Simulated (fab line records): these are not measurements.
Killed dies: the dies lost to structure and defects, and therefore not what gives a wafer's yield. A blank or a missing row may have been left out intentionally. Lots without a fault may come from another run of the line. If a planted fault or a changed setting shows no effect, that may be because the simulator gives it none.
fab line records	flow n5Finfet
record lots=7	wafers=39
route steps=1938 shown PMOS_HMC_CHANNEL_EPI@64 FIN_SAQP@138
startH: hours from the record's first day to the start of the lot's first wafer shown	waitH: hours from the lot's prior step to this one	" unchanged from the row above	L1.1+2: one row covering several wafers at once	- no value present, or no start provided	* or withheld: withheld	< > ~ a bound
route shown NAME@n: names a module that has steps shown in the file, with the first one's number in the route	usual: mean and standard deviation over wafers with no fault	same: alike in all rows	chamber/n: place in a boat	sites: the reading at each site	_std_site: the values' standard deviation	_edge_site: inner sites' mean taken away from outer sites' mean	radiusMm: how far each site lies from the wafer's centre	mask NAME#n: copy n	behind: the most recent tool/chamber to have shaped the wafer	hold: why the lot went on hold/how many hours it stayed there/how the hold came to an end	device: names the non-switching transistor (n, p or np)	end of line: tests run on the same wafers once the route is complete	step lacking rows: just its recipe	killed: dies that structure and defects cost at the first sort, which is not the same as the wafer's yield	map: per-die view of a wafer (x killed, . not killed, _ where there is no die)
set.NAME: the run value of the setting; set.NAME@STEP: its run value at that earlier step	model.NAME: the simulator's own value behind a step, which no gauge read
lots whose settings were changed on purpose; a table a step, a row a wafer
## steps
# step N5_PMOS_HMC_CHANNEL_EPI_DEVELOP_08
# recipe developTimeS=30	developer=TMAH	resist=CAR-ArF-block	devTempC=23	rinseLiquid=diw	dry=airSpin
lot.wafer	tool	chamber	startH	waitH	set.developTimeS
L074.1+2+6	lithoTrack-04	0	-	-	30
L074.3+4+5	"	0	"	"	24.83
L078.1+2+4	lithoTrack-03	0	-	-	30
L078.3+5+6	"	0	"	"	22.7
L081.1+3+6	lithoTrack-03	0	-	-	30
L081.2+4+5	"	0	"	"	12.68
L082.1+5+6	lithoTrack-03	0	-	-	30
L082.2+3+4	"	0	"	"	42.38
L083.1+3+6	lithoTrack-01	0	-	-	30
L083.2+4+5	"	0	"	"	21.46
L084.1+2+3+4+5+6	lithoTrack-04	0	-	-	30
L095.1+3+5	lithoTrack-03	0	-	-	30
# step N5_PMOS_HMC_CHANNEL_EPI_CD_MEAS_09
# recipe targetCdNm=237.4	landingEnergyEv=500	detector=seInlens
# usual cdNm=237.5/0.84
lot.wafer	tool	chamber	startH	waitH	set.developTimeS@PMOS_HMC_CHANNEL_EPI_DEVELOP_08	cdNm
L074.1	cdSem-03	0	16.93	-	30	236.8
L074.2	"	0	"	"	30	236.9
L074.3	"	0	"	"	24.83	236.3
L074.4	"	0	"	"	24.83	235.4
L074.5	"	0	"	"	24.83	236.3
L074.6	"	0	"	"	30	237.1
L078.1	cdSem-03	0	41.93	-	30	237.2
L078.2	"	0	"	"	30	239.2
L078.3	"	0	"	"	22.7	236.7
L078.4	"	0	"	"	30	238.4
L078.5	"	0	"	"	22.7	237.0
L078.6	"	0	"	"	22.7	237.4
L081.1	cdSem-02	0	64.08	-	30	236.6
L081.2	"	0	"	"	12.68	232.0
L081.3	"	0	"	"	30	237.1
L081.4	"	0	"	"	12.68	231.9
L081.5	"	0	"	"	12.68	231.4
L081.6	"	0	"	"	30	236.6
L082.1	cdSem-03	0	66.08	-	30	236.3
L082.2	"	0	"	"	42.38	240.0
L082.3	"	0	"	"	42.38	238.8
L082.4	"	0	"	"	42.38	240.7
L082.5	"	0	"	"	30	239.0
L082.6	"	0	"	"	30	237.7
L083.1	cdSem-02	0	71.44	-	30	237.4
L083.2	"	0	"	"	21.46	234.4
L083.3	"	0	"	"	30	237.2
L083.4	"	0	"	"	21.46	234.8
L083.5	"	0	"	"	21.46	234.6
L083.6	"	0	"	"	30	237.3
L084.1	cdSem-03	0	77.55	-	30	236.6
L084.2	"	0	"	"	30	237.5
L084.3	"	0	"	"	30	237.5
L084.4	"	0	"	"	30	237.7
L084.5	"	0	"	"	30	236.8
L084.6	"	0	"	"	30	237.5
L095.1	cdSem-03	0	143.22	-	30	236.5
L095.3	"	0	"	"	30	236.9
L095.5	"	0	"	"	30	236.5
# step N5_PMOS_HMC_CHANNEL_EPI_DESCUM_14
# recipe chemistry=O2	timeS=7.9	sourcePowerW=50	biasPowerW=20	pressureMtorr=20	rfFrequencyHz=2.712e+07	tempC=40	resist=CAR-ArF-block	o2FlowSccm=225
lot.wafer	tool	chamber	startH	waitH	set.developTimeS@PMOS_HMC_CHANNEL_EPI_DEVELOP_08	model.PMOS_HMC_CHANNEL_EPI.cdNm
L074.1	rieDiel-06	2	17.02	0.0	30	236.7
L074.2	"	1	"	"	30	237.1
L074.3	"	0	"	"	24.83	236.2
L074.4	"	3	"	"	24.83	235.5
L074.5	"	3	"	"	24.83	236
L074.6	"	2	"	"	30	237.2
L078.1	rieDiel-05	2	42.47	0.5	30	237.5
L078.2	"	0	"	"	30	238.9
L078.3	"	3	"	"	22.7	236.5
L078.4	"	1	"	"	30	238.2
L078.5+6	"	2,3	"	"	22.7	237
L081.1	rieDiel-02	0	64.17	0.0	30	236.6
L081.2	"	2	"	"	12.68	232.2
L081.3	"	1	"	"	30	237
L081.4	"	3	"	"	12.68	232.1
L081.5	"	3	"	"	12.68	231.3
L081.6	"	2	"	"	30	236.8
L082.1	rieDiel-05	1	66.17	0.0	30	236.5
L082.2	"	0	"	"	42.38	239.7
L082.3	"	2	"	"	42.38	239.1
L082.4	"	0	"	"	42.38	240.6
L082.5	"	1	"	"	30	239.2
L082.6	"	2	"	"	30	237.6
L083.1	rieDiel-06	2	71.54	0.0	30	237.7
L083.2	"	1	"	"	21.46	234.4
L083.3	"	0	"	"	30	237.3
L083.4	"	2	"	"	21.46	234.7
L083.5	"	1	"	"	21.46	234.5
L083.6	"	0	"	"	30	237.2
L084.1	rieDiel-02	1	77.64	0.0	30	236.6
L084.2+3	"	3,2	"	"	30	237.8
L084.4	"	0	"	"	30	237.5
L084.5	"	2	"	"	30	236.5
L084.6	"	3	"	"	30	237
L095.1	rieDiel-05	2	143.30	0.0	30	236.5
L095.3	"	0	"	"	30	236.9
L095.5	"	0	"	"	30	236.3
# step N5_PMOS_HMC_CHANNEL_EPI_ETCH_32
# recipe chemistry=N2/H2	target=BARC	stopOn=SiO2	targetDepthA=858	overEtchFrac=0.3	timeS=50.3	ionEnergyEv=200	maskMaterial=CAR-ArF-block	pressureMtorr=30	sourceW=840	biasW=150	n2FlowSccm=200	h2FlowSccm=200
lot.wafer	tool	chamber	startH	waitH	set.developTimeS@PMOS_HMC_CHANNEL_EPI_DEVELOP_08	model.PMOS_HMC_CHANNEL_EPI.cdNm
L074.1+6	rieDiel-06	2	17.05	0.0	30	239.1
L074.2	"	1	"	"	30	239.7
L074.3	"	0	"	"	24.83	238.9
L074.4+5	"	3	"	"	24.83	238.4
L078.1	rieDiel-05	2	42.50	0.0	30	239.8
L078.2	"	0	"	"	30	241.4
L078.3	"	3	"	"	22.7	238.2
L078.4	"	1	"	"	30	240.4
L078.5	"	2	"	"	22.7	239
L078.6	"	3	"	"	22.7	239.3
L081.1+3	rieDiel-02	0,1	64.21	0.0	30	240
L081.2	"	2	"	"	12.68	235.6
L081.4	"	3	"	"	12.68	235.7
L081.5	"	3	"	"	12.68	235.2
L081.6	"	2	"	"	30	240.1
L082.1	rieDiel-05	1	66.21	0.0	30	238.7
L082.2	"	0	"	"	42.38	242.4
L082.3	"	2	"	"	42.38	241
L082.4	"	0	"	"	42.38	242.6
L082.5	"	1	"	"	30	241.7
L082.6	"	2	"	"	30	239.7
L083.1	rieDiel-06	2	71.57	0.0	30	239.6
L083.2	"	1	"	"	21.46	236.8
L083.3+6	"	0	"	"	30	239.7
L083.4	"	2	"	"	21.46	236.4
L083.5	"	1	"	"	21.46	237.3
L084.1	rieDiel-02	1	77.67	0.0	30	238
L084.2	"	3	"	"	30	240.3
L084.3+4	"	2,0	"	"	30	240
L084.5	"	2	"	"	30	239.1
L084.6	"	3	"	"	30	239.3
L095.1	rieDiel-05	2	143.34	0.0	30	239.5
L095.3	"	0	"	"	30	239.9
L095.5	"	0	"	"	30	238.7
# step N5_PMOS_HMC_CHANNEL_EPI_HM_OPEN_15
# recipe chemistry=CHF3/O2	target=SiO2	maskMaterial=CAR-ArF-block	targetDepthA=406	CHF3_flow_sccm=50	O2_flow_sccm=5	Ar_flow_sccm=200	timeS=20.3	pressureMtorr=30	sourceW=650	biasW=170	ionEnergyEv=200
lot.wafer	tool	chamber	startH	waitH	set.developTimeS@PMOS_HMC_CHANNEL_EPI_DEVELOP_08	model.PMOS_HMC_CHANNEL_EPI.cdNm
L074.1+6	rieDiel-06	2	17.09	0.0	30	239.1
L074.2	"	1	"	"	30	239.7
L074.3	"	0	"	"	24.83	238.8
L074.4+5	"	3	"	"	24.83	238.4
L078.1	rieDiel-05	2	42.54	0.0	30	239.8
L078.2	"	0	"	"	30	241.4
L078.3	"	3	"	"	22.7	238.2
L078.4	"	1	"	"	30	240.4
L078.5	"	2	"	"	22.7	239
L078.6	"	3	"	"	22.7	239.3
L081.1	rieDiel-02	0	64.25	0.0	30	240.1
L081.2	"	2	"	"	12.68	235.6
L081.3	"	1	"	"	30	240
L081.4	"	3	"	"	12.68	235.7
L081.5	"	3	"	"	12.68	235.3
L081.6	"	2	"	"	30	240.2
L082.1	rieDiel-05	1	66.25	0.0	30	238.7
L082.2	"	0	"	"	42.38	242.4
L082.3	"	2	"	"	42.38	241.1
L082.4	"	0	"	"	42.38	242.6
L082.5	"	1	"	"	30	241.7
L082.6	"	2	"	"	30	239.7
L083.1+3+6	rieDiel-06	2,0,0	71.61	0.0	30	239.7
L083.2	"	1	"	"	21.46	236.8
L083.4	"	2	"	"	21.46	236.5
L083.5	"	1	"	"	21.46	237.2
L084.1	rieDiel-02	1	77.72	0.0	30	237.9
L084.2	"	3	"	"	30	240.3
L084.3	"	2	"	"	30	240
L084.4	"	0	"	"	30	240.1
L084.5	"	2	"	"	30	239.2
L084.6	"	3	"	"	30	239.4
L095.1	rieDiel-05	2	143.38	0.0	30	239.4
L095.3	"	0	"	"	30	239.9
L095.5	"	0	"	"	30	238.6
# step N5_FIN_SAQP_SPACER2_ALD_28
# recipe material=SiO2	targetThkA=81	tempC=300	aldPrecursorFamily=BDEAS	aldCoReactant=O2-plasma	pulseTimeS=1	purgeTimeS=2	coReactantPurgeTimeS=2	pressureTorr=2
lot.wafer	tool	chamber	startH	waitH	set.targetThkA	model.SiO2_of_FIN_SAQP_SPACER2_ALD_28.thkNm
L074.1+4+5	aldSin-02	1,0,1	24.94	0.1	81	8.2
L074.2+3+6	"	3,2,0	"	"	109.3	11
L078.1+2+5	aldSin-02	3,0,1	50.14	0.1	109.7	11
L078.3+4+6	"	1,2,0	"	"	81	8.2
L081.1+2+5	aldSin-02	2,1,3	73.98	0.6	81	8
L081.3	"	3	"	"	107.5	10.8
L081.4+6	"	0	"	"	107.5	10.6
L082.1+3+4	aldSin-02	2,0,3	75.89	0.1	35.94	3.6
L082.2+5+6	"	1,1,2	"	"	81	8
L083.1+4+6	aldSin-03	0,1,2	80.14	0.1	51.99	5.2
L083.2+3+5	"	2,3,3	"	"	81	8.2
L084.1+5+6	aldSin-01	2,2,3	87.59	0.8	54.45	5.4
L084.2+3+4	"	3,0,1	"	"	81	8
L095.1+3+5	aldSin-02	0,3,2	151.27	0.1	81	8.2
# step N5_FIN_SAQP_SPACER2_ETCHBACK_29
# recipe chemistry=CHF3/O2	mode=anisotropicEtchback	target=SiO2	targetDepthA=122	timeS=6.1	pressureMtorr=30	sourceW=650	biasW=170	Ar_flow_sccm=200	CHF3_flow_sccm=50	O2_flow_sccm=5	ionEnergyEv=200
# step N5_FIN_SAQP_MANDREL2_REMOVE_60
# recipe chemistry=HBr/Cl2/O2	btTimeS=10	target=a-Si	stopOn=SiNx	endpoint=OES-SiCl	overEtchFrac=1	icpW=600	biasW=22	HBr_flow_sccm=150	Cl2_flow_sccm=80	O2_flow_sccm=5	pressureMtorr=10
lot.wafer	tool	chamber	startH	waitH	set.targetThkA@FIN_SAQP_SPACER2_ALD_28	model.FIN_SAQP.cdNm
L074.1+4+5	rieSi-05	3,2,1	25.42	0.1	81	8.2
L074.2+3+6	"	1,0,0	"	"	109.3	11
L078.1+2+5	rieSi-06	2,0,0	50.55	0.1	109.7	11
L078.3+4+6	"	3,2,3	"	"	81	8.2
L081.1+2	rieSi-04	3,2	74.62	0.1	81	8
L081.3+4+6	"	0,1,0	"	"	107.5	10.8
L081.5	"	3	"	"	81	8.2
L082.1	rieSi-06	0	76.30	0.1	35.94	3.4
L082.2+5+6	"	3,1,0	"	"	81	8
L082.3+4	"	2,1	"	"	35.94	3.6
L083.1+6	rieSi-05	3	80.55	0.1	51.99	5.2
L083.2+3+5	"	1,0,0	"	"	81	8.2
L083.4	"	2	"	"	51.99	5.4
L084.1+5+6	rieSi-06	2,3,1	88.00	0.1	54.45	5.4
L084.2+3+4	"	1,3,2	"	"	81	8
L095.1+3+5	rieSi-05	0,1,1	151.70	0.1	81	8.2
# step N5_FIN_SAQP_CD_MEAS_31
# recipe targetCdNm=8	landingEnergyEv=1000	detector=seInlens	polarity=line
# usual cdNm=8.11/0.21
lot.wafer	tool	chamber	startH	waitH	set.targetThkA@FIN_SAQP_SPACER2_ALD_28	cdNm
L074.1	cdSem-03	0	25.53	0.1	81	8.03
L074.2	"	0	"	"	109.3	11.12
L074.3	"	0	"	"	109.3	11.10
L074.4	"	0	"	"	81	8.20
L074.5	"	0	"	"	81	7.94
L074.6	"	0	"	"	109.3	11.14
L078.1	cdSem-02	0	50.66	0.1	109.7	11.22
L078.2	"	0	"	"	109.7	10.94
L078.3	"	0	"	"	81	8.40
L078.4	"	0	"	"	81	8.25
L078.5	"	0	"	"	109.7	10.84
L078.6	"	0	"	"	81	7.73
L081.1	cdSem-03	0	74.73	0.1	81	8.48
L081.2	"	0	"	"	81	7.99
L081.3	"	0	"	"	107.5	10.67
L081.4	"	0	"	"	107.5	10.82
L081.5	"	0	"	"	81	8.21
L081.6	"	0	"	"	107.5	10.96
L082.1	cdSem-01	0	76.41	0.1	35.94	3.33
L082.2	"	0	"	"	81	7.91
L082.3	"	0	"	"	35.94	3.73
L082.4	"	0	"	"	35.94	3.73
L082.5	"	0	"	"	81	8.16
L082.6	"	0	"	"	81	8.01
L083.1	cdSem-01	0	80.66	0.1	51.99	4.80
L083.2	"	0	"	"	81	8.34
L083.3	"	0	"	"	81	8.01
L083.4	"	0	"	"	51.99	5.54
L083.5	"	0	"	"	81	7.99
L083.6	"	0	"	"	51.99	5.08
L084.1	cdSem-01	0	88.11	0.1	54.45	5.65
L084.2	"	0	"	"	81	7.90
L084.3	"	0	"	"	81	8.11
L084.4	"	0	"	"	81	8.06
L084.5	"	0	"	"	54.45	5.42
L084.6	"	0	"	"	54.45	5.07
L095.1	cdSem-01	0	151.81	0.1	81	7.94
L095.3	"	0	"	"	81	8.43
L095.5	"	0	"	"	81	8.12
# step N5_FIN_SAQP_HM_OPEN_33
# recipe chemistry=CH3F/O2	target=SiNx	maskMaterial=SiO2	targetDepthA=494	timeS=70.6	pressureMtorr=30	sourceW=395	biasW=73	Ar_flow_sccm=150	CH3F_flow_sccm=30	O2_flow_sccm=20	ionEnergyEv=120	ends=cleared
lot.wafer	tool	chamber	startH	waitH	set.targetThkA@FIN_SAQP_SPACER2_ALD_28	model.FIN_SAQP.cdNm
L074.1	rieDiel-03	1	25.61	0.1	81	8
L074.2+3+6	"	2,1,1	"	"	109.3	10.8
L074.4+5	"	2	"	"	81	8.2
L078.1+2+5	rieDiel-03	1,2,0	50.71	0.0	109.7	11
L078.3	"	0	"	"	81	8
L078.4+6	"	3	"	"	81	8.2
L081.1	rieDiel-04	0	74.89	0.2	81	8
L081.2+5	"	3,2	"	"	81	8.2
L081.3	"	1	"	"	107.5	11
L081.4+6	"	2,1	"	"	107.5	10.8
L082.1	rieDiel-01	1	76.51	0.1	35.94	3.4
L082.2+5+6	"	3,3,2	"	"	81	8
L082.3+4	"	2,0	"	"	35.94	3.6
L083.1+4+6	rieDiel-03	2,0,2	80.71	0.0	51.99	5.2
L083.2+3+5	"	3,1,3	"	"	81	8.2
L084.1+5	rieDiel-04	3,0	88.16	0.0	54.45	5.6
L084.2+3+4	"	1,0,2	"	"	81	8
L084.6	"	1	"	"	54.45	5.4
L095.1+3+5	rieDiel-03	0,3,0	151.89	0.1	81	8.2
# step N5_FIN_SAQP_ETCH_34
# recipe chemistry=C4F6/O2	target=SiO2	targetDepthA=450	timeS=15	ionEnergyEv=250	pressureMtorr=30	sourceW=345	biasW=185	Ar_flow_sccm=300	C4F6_flow_sccm=10	O2_flow_sccm=10	ends=cleared
# step N5_FIN_SAQP_STRIP_77
# recipe chemistry=N2/H2	timeS=90	powerW=100	tempC=40	pressureMtorr=100	rfFrequencyHz=6e+07	biasPowerW=3	n2FlowSccm=300	h2FlowSccm=300
# step N5_FIN_SAQP_HM_CD_35
# recipe targetCdNm=8	polarity=line
# usual cdNm=8.09/0.2
lot.wafer	tool	chamber	startH	waitH	set.targetThkA@FIN_SAQP_SPACER2_ALD_28	cdNm
L074.1	cdSem-02	-	25.92	0.1	81	8.16
L074.2	"	-	"	"	109.3	10.81
L074.3	"	-	"	"	109.3	10.89
L074.4	"	-	"	"	81	7.86
L074.5	"	-	"	"	81	8.52
L074.6	"	-	"	"	109.3	11.02
L078.1	cdSem-01	-	50.92	0.1	109.7	10.87
L078.2	"	-	"	"	109.7	10.75
L078.3	"	-	"	"	81	7.85
L078.4	"	-	"	"	81	7.94
L078.5	"	-	"	"	109.7	11.18
L078.6	"	-	"	"	81	7.82
L081.1	cdSem-01	-	75.11	0.1	81	7.86
L081.2	"	-	"	"	81	7.84
L081.3	"	-	"	"	107.5	10.87
L081.4	"	-	"	"	107.5	10.70
L081.5	"	-	"	"	81	7.98
L081.6	"	-	"	"	107.5	11.08
L082.1	cdSem-02	-	76.72	0.1	35.94	3.70
L082.2	"	-	"	"	81	7.75
L082.3	"	-	"	"	35.94	3.63
L082.4	"	-	"	"	35.94	3.47
L082.5	"	-	"	"	81	8.09
L082.6	"	-	"	"	81	7.82
L083.1	cdSem-01	-	80.93	0.1	51.99	5.11
L083.2	"	-	"	"	81	8.41
L083.3	"	-	"	"	81	7.85
L083.4	"	-	"	"	51.99	4.80
L083.5	"	-	"	"	81	8.27
L083.6	"	-	"	"	51.99	5.38
L084.1	cdSem-01	-	88.38	0.1	54.45	5.81
L084.2	"	-	"	"	81	7.93
L084.3	"	-	"	"	81	8.41
L084.4	"	-	"	"	81	8.36
L084.5	"	-	"	"	54.45	5.45
L084.6	"	-	"	"	54.45	5.57
L095.1	cdSem-02	-	152.12	0.1	81	8.06
L095.3	"	-	"	"	81	8.23
L095.5	"	-	"	"	81	8.12
# step N5_FIN_SAQP_ETCH_64
# recipe chemistry=CF4	target=SiO2	targetDepthA=15	ionEnergyEv=350	pressureMtorr=10	icpW=800	biasW=400	cf4FlowSccm=80
# step N5_FIN_SAQP_FIN_ETCH_36
# recipe chemistry=HBr/Cl2/O2	targetDepthA=1200	maskMaterial=SiNx	timeS=50.4	biasW=102	pressureMtorr=10	icpW=800	HBr_flow_sccm=150	Cl2_flow_sccm=80	O2_flow_sccm=12
# step N5_FIN_SAQP_CD_MEAS_37
# recipe targetCdNm=8	polarity=line
# usual cdNm=8.09/0.22
lot.wafer	tool	chamber	startH	waitH	set.targetThkA@FIN_SAQP_SPACER2_ALD_28	cdNm
L074.1	cdSem-03	-	26.10	0.1	81	7.42
L074.2	"	-	"	"	109.3	10.75
L074.3	"	-	"	"	109.3	10.66
L074.4	"	-	"	"	81	7.95
L074.5	"	-	"	"	81	7.89
L074.6	"	-	"	"	109.3	10.92
L078.1	cdSem-01	-	51.11	0.1	109.7	11.05
L078.2	"	-	"	"	109.7	10.68
L078.3	"	-	"	"	81	8.12
L078.4	"	-	"	"	81	8.09
L078.5	"	-	"	"	109.7	10.70
L078.6	"	-	"	"	81	7.92
L081.1	cdSem-01	-	75.29	0.1	81	7.91
L081.2	"	-	"	"	81	8.11
L081.3	"	-	"	"	107.5	10.58
L081.4	"	-	"	"	107.5	10.60
L081.5	"	-	"	"	81	8.01
L081.6	"	-	"	"	107.5	10.64
L082.1	cdSem-01	-	76.91	0.1	35.94	3.71
L082.2	"	-	"	"	81	8.09
L082.3	"	-	"	"	35.94	3.46
L082.4	"	-	"	"	35.94	3.48
L082.5	"	-	"	"	81	8.28
L082.6	"	-	"	"	81	7.84
L083.1	cdSem-02	-	81.12	0.1	51.99	5.50
L083.2	"	-	"	"	81	8.64
L083.3	"	-	"	"	81	7.88
L083.4	"	-	"	"	51.99	5.30
L083.5	"	-	"	"	81	7.93
L083.6	"	-	"	"	51.99	5.05
L084.1	cdSem-02	-	88.56	0.1	54.45	5.22
L084.2	"	-	"	"	81	8.24
L084.3	"	-	"	"	81	7.82
L084.4	"	-	"	"	81	7.92
L084.5	"	-	"	"	54.45	5.34
L084.6	"	-	"	"	54.45	5.30
L095.1	cdSem-01	-	152.30	0.1	81	7.96
L095.3	"	-	"	"	81	8.28
L095.5	"	-	"	"	81	8.05
## key
split step=N5_PMOS_HMC_CHANNEL_EPI_DEVELOP_08	setting=developTimeS	stated=30	by=wafer
response step=N5_PMOS_HMC_CHANNEL_EPI_CD_MEAS_09	reading=cdNm	change=+0.0742	per=1%	r=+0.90
response step=N5_PMOS_HMC_CHANNEL_EPI_DESCUM_14	reading=model.PMOS_HMC_CHANNEL_EPI.cdNm	change=+0.0746	per=1%	r=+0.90
response step=N5_PMOS_HMC_CHANNEL_EPI_ETCH_32	reading=model.PMOS_HMC_CHANNEL_EPI.cdNm	change=+0.0713	per=1%	r=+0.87
response step=N5_PMOS_HMC_CHANNEL_EPI_HM_OPEN_15	reading=model.PMOS_HMC_CHANNEL_EPI.cdNm	change=+0.0716	per=1%	r=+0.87
split step=N5_FIN_SAQP_SPACER2_ALD_28	setting=targetThkA	stated=81	by=wafer
response step=N5_FIN_SAQP_SPACER2_ALD_28	reading=model.SiO2_of_FIN_SAQP_SPACER2_ALD_28.thkNm	change=+0.0802	per=1%	r=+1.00
response step=N5_FIN_SAQP_MANDREL2_REMOVE_60	reading=model.FIN_SAQP.cdNm	change=+0.0806	per=1%	r=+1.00
response step=N5_FIN_SAQP_CD_MEAS_31	reading=cdNm	change=+0.0815	per=1%	r=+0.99
response step=N5_FIN_SAQP_HM_OPEN_33	reading=model.FIN_SAQP.cdNm	change=+0.0801	per=1%	r=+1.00
response step=N5_FIN_SAQP_HM_CD_35	reading=cdNm	change=+0.0819	per=1%	r=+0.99
response step=N5_FIN_SAQP_CD_MEAS_37	reading=cdNm	change=+0.0813	per=1%	r=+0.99
